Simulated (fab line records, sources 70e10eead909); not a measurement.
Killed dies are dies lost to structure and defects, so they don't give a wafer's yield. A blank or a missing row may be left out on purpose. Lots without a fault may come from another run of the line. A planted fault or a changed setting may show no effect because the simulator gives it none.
Chamber matching | flow nand_harc | NHARC_P_BONDPAD_ETCH_37 on rie_diel-01: 4 sister chambers
The step etches the open film in N2/H2, target depth 60 nm, overetch 18 nm, time 65.91 s. 18 wafers are shown with their chamber, then 9 later ones without.

WAFERS WITH THEIR CHAMBER
wafer  | chamber | drypump_motor_current_A (A) | rf_vpp_V (V) | oes_product_au (a.u.)
L078.2 | 3       | 6.6                         | 433.7        | 0.988
L078.3 | 1       | 6.2                         | 429.3        | 0.996
L078.5 | 1       | 6.1                         | 429.5        | 1.011
L079.2 | 1       | 6.2                         | 427.3        | 1.002
L079.3 | 3       | 6.5                         | 433.3        | 0.993
L079.5 | 2       | 5.8                         | 430.4        | 0.996
L083.2 | 2       | 5.8                         | 430.0        | 0.993
L083.3 | 0       | 5.2                         | 429.3        | 1.003
L083.6 | 0       | 5.2                         | 429.8        | 1.004
L087.2 | 0       | 5.2                         | 429.4        | 0.999
L087.3 | 3       | 6.6                         | 433.0        | 0.999
L087.4 | 2       | 5.8                         | 430.6        | 0.991
L089.1 | 1       | 6.2                         | 427.1        | 0.990
L089.3 | 0       | 5.2                         | 430.2        | 1.004
L089.4 | 2       | 5.8                         | 431.3        | 0.989
L094.2 | 0       | 5.2                         | 430.2        | 1.006
L094.5 | 3       | 6.6                         | 433.2        | 0.995
L094.6 | 2       | 5.8                         | 430.3        | 0.986

SIGNATURES (means of the wafers above)
reading                 | chamber 0 | chamber 1 | chamber 2 | chamber 3 | scatter within a chamber
drypump_motor_current_A | 5.200     | 6.175     | 5.800     | 6.575     | 0.0327
rf_vpp_V                | 429.780   | 428.300   | 430.520   | 433.300   | 0.698
oes_product_au          | 1.00320   | 0.99975   | 0.99100   | 0.99375   | 0.00527
Rule: a wafer's distance from a chamber is the root of the sum, over the readings, of the square of ((its reading less the chamber's mean) divided by the reading's scatter). The wafer belongs to the nearest chamber; if the next one is less than 2 further off, it can't be placed. The scatter: the root of (the sum of the squares of (reading less its chamber's mean) over the shown wafers, divided by (wafers less chambers)).

WAFERS WITHOUT THEIR CHAMBER
wafer  | drypump_motor_current_A (A) | rf_vpp_V (V) | oes_product_au (a.u.)
L095.1 | 6.6                         | 434.1        | 0.995
L095.4 | 6.1                         | 427.8        | 0.992
L095.5 | 6.2                         | 427.6        | 0.988
L093.1 | 6.6                         | 434.4        | 0.998
L093.5 | 6.6                         | 432.9        | 1.002
L093.6 | 5.8                         | 429.5        | 0.994
L096.1 | 5.2                         | 430.4        | 1.003
L096.5 | 5.8                         | 430.6        | 0.993
L096.6 | 6.2                         | 429.4        | 0.983

WHICH CHAMBER EACH WENT THROUGH
wafer  | from the rows above | in truth
L095.1 | 3                   | 3
L095.4 | 1                   | 1
L095.5 | 1                   | 1
L093.1 | 3                   | 3
L093.5 | 3                   | 3
L093.6 | 2                   | 2
L096.1 | 0                   | 0
L096.5 | 2                   | 2
L096.6 | 1                   | 1
Placed correctly: 9 of 9. Can't be placed from these rows: 0. Placed wrongly: 0.
